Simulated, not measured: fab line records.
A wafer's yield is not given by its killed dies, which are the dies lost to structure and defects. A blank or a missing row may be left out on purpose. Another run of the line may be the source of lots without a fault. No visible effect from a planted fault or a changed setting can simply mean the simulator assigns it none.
The tool behind it: which one? | flow n5Finfet | 11 lots, 33 wafers sampled, at 2 steps of a route of 1938

WHAT THE GAUGES READ, wafer by wafer
N5_MIM_BOT_LITHO_OVL_MEAS_11.
lot  | measured     | on         | MIM_BOT_OVL (nm)
L213 | day 14 01:53 | overlay-01 | -5 12 11
L212 | day 14 19:27 | overlay-02 | -6 -6 -3
L215 | day 15 03:07 | overlay-01 | 11 9 9
L216 | day 15 07:59 | overlay-01 | 0 -4 -2
L217 | day 15 18:05 | overlay-01 | 0 -3 6
L218 | day 16 06:55 | overlay-02 | -1 -2 -4
L222 | day 17 07:58 | overlay-02 | -5 -1 0
L224 | day 17 00:07 | overlay-01 | -10 -7 -10
L227 | day 18 01:29 | overlay-02 | -8 -4 -8
L225 | day 18 10:54 | overlay-01 | 0 -5 -2
L233 | day 19 18:51 | overlay-02 | -2 -3 -3

WHAT TOOL EACH LOT RAN ON (gives the tool, then ch and the chambers of the sampled wafers, and finally the start)
lot  | N5_BEOL_M6_CVD_78
L213 | cvdCo-02 ch 0,2, day 11 03:46
L212 | cvdCo-02 ch 0,1, day 11 21:16
L215 | cvdCo-01 ch 0,1,2, day 12 01:01
L216 | cvdCo-01 ch 1,2, day 12 05:23
L217 | cvdCo-02 ch 0,1,2, day 12 18:54
L218 | cvdCo-02 ch 1,2, day 13 04:17
L222 | cvdCo-01 ch 0,1,2, day 13 20:39
L224 | cvdCo-02 ch 0,1,2, day 13 21:01
L227 | cvdCo-02 ch 0,1,2, day 14 19:53
L225 | cvdCo-02 ch 1,2, day 15 02:34
L233 | cvdCo-01 ch 1,2, day 16 06:23
- N5_BEOL_M6_CVD_78: deposits Co from CCTBA/H2, target thk 2 nm, time 142.3 s.

THE ANSWER, worked out from the rows above alone
Rule: the lots themselves supply what counts as usual. The widest of any qualifying gaps counts: lots, ordered by their means at a reading, are off when they make up no more than a third of the lots, leave a main group of 4 or more, and stand apart from it by 3 or more times the standard deviation of that group's means. If all means in a main group match to the digits the tables above print for the reading, that group is not used. A lot without any number at a reading at which 4 lots or more have one is off too. The other lots that the step has rows for count as sound.
No lot is off at any reading shown: from this, nothing can be told.

WHAT THE SIMULATOR HAD INSERTED
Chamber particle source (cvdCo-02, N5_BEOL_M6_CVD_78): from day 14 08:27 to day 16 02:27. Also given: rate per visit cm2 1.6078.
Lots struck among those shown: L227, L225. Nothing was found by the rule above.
